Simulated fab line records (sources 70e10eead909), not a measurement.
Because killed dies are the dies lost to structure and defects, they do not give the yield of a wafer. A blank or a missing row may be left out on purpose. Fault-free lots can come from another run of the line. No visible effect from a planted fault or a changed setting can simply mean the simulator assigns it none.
Chamber matching || flow nand-harc || 4 sister chambers for NHARC_A_STAIRCASE_TRIM_187 on rie-diel-13
The step chemistry O2, time 211.2 s. 4 wafers are shown with their chamber, then 11 later ones without.

## WAFERS PAIRED WITH THEIR CHAMBERS
{"wafer": "L086.2", "chamber": 0, "showerhead-plenum-p-Torr (Torr)": 3.60}
{"wafer": "L085.3", "chamber": 1, "showerhead-plenum-p-Torr (Torr)": 3.77}
{"wafer": "L085.5", "chamber": 3, "showerhead-plenum-p-Torr (Torr)": 3.50}
{"wafer": "L091.3", "chamber": 2, "showerhead-plenum-p-Torr (Torr)": 3.37}

## WAFERS WITH NO CHAMBER GIVEN
{"wafer": "L091.5", "showerhead-plenum-p-Torr (Torr)": 3.37}
{"wafer": "L091.6", "showerhead-plenum-p-Torr (Torr)": 3.49}
{"wafer": "L093.2", "showerhead-plenum-p-Torr (Torr)": 3.49}
{"wafer": "L093.4", "showerhead-plenum-p-Torr (Torr)": 3.76}
{"wafer": "L093.6", "showerhead-plenum-p-Torr (Torr)": 3.59}
{"wafer": "L094.1", "showerhead-plenum-p-Torr (Torr)": 3.76}
{"wafer": "L094.2", "showerhead-plenum-p-Torr (Torr)": 3.49}
{"wafer": "L094.5", "showerhead-plenum-p-Torr (Torr)": 3.37}
{"wafer": "L097.1", "showerhead-plenum-p-Torr (Torr)": 3.75}
{"wafer": "L097.2", "showerhead-plenum-p-Torr (Torr)": 3.36}
{"wafer": "L097.3", "showerhead-plenum-p-Torr (Torr)": 3.59}

## EACH ONE'S CHAMBER
{"wafer": "L091.5", "from the rows above": 2, "in truth": 2}
{"wafer": "L091.6", "from the rows above": 3, "in truth": 3}
{"wafer": "L093.2", "from the rows above": 3, "in truth": 3}
{"wafer": "L093.4", "from the rows above": 1, "in truth": 1}
{"wafer": "L093.6", "from the rows above": 0, "in truth": 0}
{"wafer": "L094.1", "from the rows above": 1, "in truth": 1}
{"wafer": "L094.2", "from the rows above": 3, "in truth": 3}
{"wafer": "L094.5", "from the rows above": 2, "in truth": 2}
{"wafer": "L097.1", "from the rows above": 1, "in truth": 1}
{"wafer": "L097.2", "from the rows above": 2, "in truth": 2}
{"wafer": "L097.3", "from the rows above": 0, "in truth": 0}
Correctly placed: 11 of 11. Number that these rows cannot place: 0. Wrongly placed: 0.
How it was worked out, from the rows above alone: a wafer's distance from a chamber is the root of the sum, over the readings, of the square of ((its reading less the chamber's mean) divided by the reading's scatter). If the next closest chamber is less than 2 further off than the closest, the wafer can't be placed; otherwise it belongs to the closest. The mean given for a chamber averages the wafers shown for that chamber. The scatter: root of mean squared gap, hidden wafer to nearest shown wafer, with one shown wafer a chamber.
